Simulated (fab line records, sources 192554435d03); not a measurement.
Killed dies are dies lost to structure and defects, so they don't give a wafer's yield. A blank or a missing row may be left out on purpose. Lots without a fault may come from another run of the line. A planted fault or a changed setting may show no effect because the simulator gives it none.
A struck lot beside a sound one | flow n5_finfet | 15 steps out of a route of 1938
Sound: wafers L913.1, L913.4, L913.6. Struck: wafer L919.6. (L919.2, L919.4 of the same lot were not struck and are left out.) The cause comes at the end.
At each step with rows: each side's tool, then ch and its chambers, then its first start. Under that, the readings that differ: sound wafers | struck wafers | difference of the means | sigmas: that difference in standard deviations of wafers without a fault.
alike: readings whose means differ by less than 2 such deviations, and words and numbers that are the same on both sides. not compared: withheld readings, readings that some wafer has no value for, bounds like >300 that may hide the same value, and numbers for which the record gives no deviation and whose values overlap.
The two part at a step that has a row with sigmas, a row that says differs or no value, or rows on one side only. Numbers that don't overlap but have no deviation are shown without sigmas and don't part them. A reading that every wafer of one side lacks parts them only if that side has two wafers or more.

first, 8 steps without rows for these wafers: N5_BEOL_M6_COAT_59 (time 60 s, resist thk 100 nm); N5_BEOL_M6_COAT_60 (time 60 s, resist thk 35 nm); N5_BEOL_M6_COAT_05 (resist thk 90 nm); N5_BEOL_M6_EBR_07; N5_BEOL_M6_SOFTBAKE_06 (time 60 s); N5_BEOL_M6_EXPOSE_08 (exposes mask M6); N5_BEOL_M6_PEB_09 (peb time 60 s); N5_BEOL_M6_DEVELOP_10 (develop time 30 s).
N5_BEOL_M6_CD_MEAS_11: target cd 38.5 nm.
  sound on cd_sem-03 ch 0, day 9 01:43; struck on cd_sem-01 ch 0, day 10 05:23
  alike: cd_nm
N5_BEOL_M6_OVL_MEAS_12:
  sound on overlay-01 ch 0, day 9 01:44; struck on overlay-02 ch 0, day 10 05:25
  alike: M6_OVL
N5_BEOL_M6_INSPECT_13: inspects for defects (brightfield).
  sound on defect_inspect-01, day 9 01:46; struck on defect_inspect-01, day 10 05:26
  alike: raw_defect_count
N5_BEOL_M6_DESCUM_16: chemistry O2, time 7.9 s.
  sound on rie_diel-04 ch 2,3, day 9 02:32; struck on rie_diel-04 ch 0, day 10 05:56
  alike: drypump_motor_current_A, o2_flow_sccm, oes_product_au, rf_vpp_V, showerhead_plenum_p_Torr, throttle_valve_pct
  not compared: rf_hours_counter_h
N5_BEOL_M6_ETCH_61: etches SiARC in CF4, target depth 45.5 nm, time 75.8 s.
  sound on rie_diel-04 ch 2,3, day 9 02:35; struck on rie_diel-04 ch 0, day 10 05:59
  reading               | sound          | struck | difference | sigmas
  etch_rf_on_time_s (s) | 78.2 77.8 78.4 | 46.8   | -31.3      | -14
  alike: drypump_motor_current_A, oes_product_au, rf_vpp_V, showerhead_plenum_p_Torr, throttle_valve_pct
  not compared: rf_hours_counter_h
N5_BEOL_M6_ETCH_62: etches SOC in N2/H2, target depth 110 nm, overetch 22 nm, time 165 s.
  sound on rie_diel-04 ch 2,3, day 9 02:38; struck on rie_diel-04 ch 0, day 10 06:02
  alike: drypump_motor_current_A, oes_product_au, rf_vpp_V, showerhead_plenum_p_Torr, throttle_valve_pct
  not compared: rf_hours_counter_h
-- the record jumps here: 4 days lie between the struck wafers' starts before and after (it left off in module BEOL_M6 and takes up again in module PASSIVATION, whose first step shown is number 1936 of the route) --
N5_PASSIVATION_PROBE_49:
  sound on prober-02, day 12 17:41; struck on prober-02, day 14 01:27
  reading                  | sound          | struck | difference | sigmas
  defect_limited_yield (%) | 92.0 92.3 88.4 | 87.6   | -3.3       | -2
  killed_dies              | 94 91 137      | 146    | +39        | +2
  killed_open              | 62 59 85       | 98     | +29        | +2
  sort_bin_5_function (%)  | 4.7 4.5 6.3    | 8.1    | +2.9       | +3
  sort_n_pass              | 1086 1089 1043 | 1034   | -39        | -2
  sort_yield_pct (%)       | 92.0 92.3 88.4 | 87.6   | -3.3       | -2
  alike: killed_at_M0_to_M3, killed_at_M4_up, killed_at_contacts, killed_at_front_end, killed_at_other, killed_short, sort_bin_4_leakage, sort_bin_6_memory, sort_bin_8_speed

WHERE THEY PART
First at N5_BEOL_M6_ETCH_61; last, within this record, at N5_PASSIVATION_PROBE_49.

WHY: what the simulator had put in
Process parameter drift: rie_diel-04, from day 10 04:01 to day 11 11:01, at N5_BEOL_M6_ETCH_61. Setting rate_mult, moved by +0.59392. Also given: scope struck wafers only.
